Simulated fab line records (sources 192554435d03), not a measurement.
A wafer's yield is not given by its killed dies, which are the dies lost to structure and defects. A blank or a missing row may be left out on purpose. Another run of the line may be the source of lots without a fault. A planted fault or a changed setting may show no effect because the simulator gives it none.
Lot-split experiment	flow n5_finfet	on a route of 1938 steps: 7 lots, 21 wafers read

== THE SPLIT ITSELF ==
At N5_MOL_CONTACT_COAG_PECVD_31 (deposits SiO2 from TEOS/O2, target thk 46 nm, time 8.9 s), the setting temp_c was moved away from the recipe's 400 C on 4 of the 21 wafers read, by +2.1% to +3.2%. The other wafers ran this setting at the recipe's value.

== FROM THE SPLIT TO THE READING: what the file shows between them, 4 steps ==
- N5_MOL_CONTACT_COAG_COAT_75: time 60 s, resist thk 60 nm
- N5_MOL_CONTACT_COAG_COAT_76: time 60 s, resist thk 10 nm
- N5_MOL_CONTACT_COAG_ETCHBACK_135: etches SiO2 in CHF3, target depth 25 nm, time 16.7 s
- N5_MOL_CONTACT_COAG_STRIP_118: strips in CHF3

== THE READING ==
etch.depth_nm (the simulator's own value, which no gauge read), in nm, at N5_MOL_CONTACT_COAG_VIA_ETCH_46 (etches SiO2 in C4F6/O2, target depth 46 nm, overetch 9.2 nm, time 40 s). The file gives no usual value for it. Across the 17 wafers here that went through the recipe, the average is 46.45 nm and the standard deviation 0.47 nm.

wafer	tool, chamber at the split	temp_c as run, C	against the recipe	etch.depth_nm, nm	against lot-mates on the recipe
L074.2	pecvd-03, 2	400	recipe	46.2	-
L074.3	pecvd-03, 0	400	recipe	46.49	-
L074.5	pecvd-03, 0	400	recipe	47.35	-
L075.3	pecvd-03, 2	400	recipe	45.94	-
L075.4	pecvd-03, 2	400	recipe	47.23	-
L075.5	pecvd-03, 0	400	recipe	47.06	-
L078.1	pecvd-03, 2	413	+3.2%	42.54	-4.24
L078.3	pecvd-03, 0	400	recipe	46.78	-
L078.4	pecvd-03, 0	413	+3.2%	43.41	-3.37
L080.1	pecvd-03, 0	408.3	+2.1%	44.07	-1.94
L080.4	pecvd-03, 0	408.3	+2.1%	44.47	-1.54
L080.6	pecvd-03, 1	400	recipe	46.01	-
L086.3	pecvd-03, 0	400	recipe	45.61	-
L086.5	pecvd-03, 2	400	recipe	46.14	-
L086.6	pecvd-03, 0	400	recipe	46.31	-
L091.1	pecvd-04, 0	400	recipe	46.2	-
L091.2	pecvd-04, 2	400	recipe	46.34	-
L091.4	pecvd-04, 2	400	recipe	46.82	-
L097.1	pecvd-01, 2	400	recipe	45.97	-
L097.3	pecvd-01, 1	400	recipe	46.71	-
L097.5	pecvd-01, 2	400	recipe	46.56	-

FIT RESULTS
A straight line over all 21 wafers: etch.depth_nm changes by -1.07 nm for each +1% of temp_c; r = -0.93; the points scatter about the line by 0.47 nm.
The same after taking each lot's own level away (the mean of its wafers on the recipe; 21 wafers): -1.08 nm for each +1%; r = -0.94; scatter 0.44 nm.
Per that fit: largest temp_c move, reading shift of 3.5 nm.
The span of the lots' own levels, 46.010 to 46.780 nm, comes to 1.6 times the standard deviation stated above.
The two slopes are in agreement: the lot-to-lot level therefore moves the slope only a little.
Check: for one of the wafers moved furthest among these (+3.2%), held out of the fit, the line's prediction against its lot-mates is -3.08 nm. It came out at -4.24 nm against them.

== OTHER SPLITS ON THESE WAFERS ==
Note: prior to the reading, these wafers also went through further splits. Each is held against what the fit with the lots' levels taken away leaves over:
other split on the same wafers	wafers away from the commonest value	r with etch.depth_nm (lot level and that fit taken away)
N5_HKMG_FIN_COAT_43 spin_rpm	11	+0.24
N5_HKMG_FIN_PWFM_ALD_03 ald_cycles	5	+0.09
N5_GATE_CUT_ETCH_58 time_s	5	+0.23
N5_MOL_CONTACT_COAG_ALD_27 ald_cycles	7	-0.05

== THE WHOLE CHAIN: every reading that the file lists as answering this split, in the file's order ==
step	what it does	reading	change (the file's fit)	r (the file's)
N5_MOL_CONTACT_COAG_PECVD_31	deposits SiO2 from TEOS/O2, target thk 46 nm, time 8.9 s	SiO2_of_MOL_CONTACT_COAG_PECVD_31.thk_nm (the simulator's own value, which no gauge read)	-1.08 nm for each +1% of the setting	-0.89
N5_MOL_CONTACT_COAG_VIA_ETCH_46	etches SiO2 in C4F6/O2, target depth 46 nm, overetch 9.2 nm, time 40 s	etch.depth_nm (the simulator's own value, which no gauge read)	-1.07 nm for each +1% of the setting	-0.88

== THE FILE'S OWN FIT ==
etch.depth_nm changes by -1.07 nm for each +1% of temp_c, r = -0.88.
